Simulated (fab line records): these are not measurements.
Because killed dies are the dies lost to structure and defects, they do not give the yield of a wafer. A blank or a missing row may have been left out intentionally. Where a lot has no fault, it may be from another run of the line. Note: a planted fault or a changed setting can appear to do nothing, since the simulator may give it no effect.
A single fault, viewed from 3 desks | flow n5 finfet | each desk holds nothing but its own numbers, with what lay behind them at the end

== THE DEFECT DESK ==
Counts from the inspections along the route, per lot, as means over the sampled wafers that have a number. Marked OUT: a lot whose mean sits more than 4 standard deviations from the usual mean, which makes it out of limits; the brackets give that distance.
Columns: A = raw defect count at N5_MOL_CONTACT_COAG_INSPECT_97, usual 44
lot  | first seen here | A
L173 | day 6 10:22     | 36
L174 | day 6 13:25     | 34
L176 | day 7 02:14     | 54
L177 | day 7 10:11     | 53
L179 | day 8 01:06     | 36
L181 | day 8 11:06     | 42
L183 | day 8 21:39     | 32
L184 | day 9 05:28     | 754 (+47) OUT
L186 | day 9 17:02     | 747 (+47) OUT
L192 | day 11 05:56    | 28
This desk finds L184, L186 out of limits, L184 being first, at day 9 05:28 (raw defect count at N5_MOL_CONTACT_COAG_INSPECT_97). In limits: L173, L174, L176, L177, L179, L181, L183, L192.

== FOR THE TOOL OWNER'S DESK: cmp-02 ==
The tool's own readings at N5_MOL_CONTACT_COAG_CMP_52 (polishes, stops on SiO2, t overpolish 1.5 s, target thk 66.5 nm): means of the sampled wafers that have a number, for each lot that ran on this tool. Marked OUT: a lot whose mean sits more than 4 standard deviations from the usual mean, which makes it out of limits; the brackets give that distance.
Columns: A = motor current A at N5_MOL_CONTACT_COAG_CMP_52, usual 12.0 A; B = overpolish run s at N5_MOL_CONTACT_COAG_CMP_52, usual 1.502 s; C = time to endpoint s at N5_MOL_CONTACT_COAG_CMP_52, usual 15 s
lot  | first seen here | A    | B     | C
L174 | day 6 09:59     | 12.4 | 1.502 | 15
L181 | day 8 07:49     | 11.9 | 1.498 | 12
L183 | day 8 17:52     | 12.2 | 1.500 | 14
L184 | day 9 02:06     | 11.8 | 1.506 | 12
L186 | day 9 13:44     | 11.9 | 1.503 | 17
This desk found nothing out of limits on any of the 5 lots.

== AT THE METROLOGY DESK ==
Lot by lot, what the gauges showed, no matter which tool ran the lot: averages of those sampled wafers that carry a number. Marked OUT: a lot whose mean sits more than 4 standard deviations from the usual mean, which makes it out of limits; the brackets give that distance. It has 10 readings; the 7 that lie furthest out on some lot are the ones shown.
Columns: A = DIBL_P at N5_BEOL_M4_RC_MEAS_101, usual 36.3 mV/V; B = IOFF_N at N5_BEOL_M4_RC_MEAS_101, usual 0.16 nA/um; C = IOFF_P at N5_BEOL_M4_RC_MEAS_101, usual 0.21 nA/um; D = ION_N at N5_BEOL_M4_RC_MEAS_101, usual 678 uA/um; E = ION_P at N5_BEOL_M4_RC_MEAS_101, usual 465 uA/um; F = SS_P at N5_BEOL_M4_RC_MEAS_101, usual 73.3 mV/dec; G = VT_N at N5_BEOL_M4_RC_MEAS_101, usual 249 mV
lot  | first seen here | A    | B    | C    | D   | E   | F    | G
L173 | day 9 03:50     | 36.3 | 0.18 | 0.25 | 686 | 468 | 73.7 | 248
L174 | day 9 06:07     | 37.4 | 0.16 | 0.21 | 679 | 465 | 73.2 | 252
L176 | day 9 07:47     | 34.3 | 0.13 | 0.19 | 664 | 464 | 72.7 | 252
L177 | day 10 17:14    | 38.7 | 0.17 | 0.19 | 673 | 454 | 73.0 | 251
L179 | day 10 22:55    | 35.1 | 0.15 | 0.21 | 682 | 465 | 73.5 | 247
L181 | day 11 16:26    | 40.2 | 0.24 | 0.30 | 701 | 480 | 73.7 | 244
L183 | day 12 04:50    | 36.4 | 0.18 | 0.23 | 680 | 467 | 73.8 | 249
L184 | day 12 21:02    | 38.6 | 0.21 | 0.25 | 692 | 467 | 73.7 | 245
L186 | day 13 11:09    | 35.2 | 0.14 | 0.20 | 665 | 466 | 72.3 | 252
L192 | day 14 01:16    | 35.8 | 0.15 | 0.21 | 674 | 467 | 73.7 | 251
This desk found nothing out of limits on any of the 10 lots.

== ALL TOGETHER ==
The defect desk could have raised an alarm at day 9 05:28, on L184, L186.
Nothing out of limits was seen by the tool owner's desk.
Nothing out of limits was seen by the metrology desk.
On record at the tool owner's desk: L184, L186, within its limits.
The metrology desk has L184, L186 on record, within its limits.
Of the lots named, all ran N5_MOL_CONTACT_COAG_CMP_52 on cmp-02.

== WHAT THE SIMULATOR HAD INSERTED ==
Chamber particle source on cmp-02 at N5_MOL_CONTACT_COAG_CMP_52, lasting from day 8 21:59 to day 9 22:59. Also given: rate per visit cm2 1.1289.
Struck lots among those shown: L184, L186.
Hours from the fault's start to each desk's first reading out of limits: the defect desk, 7.
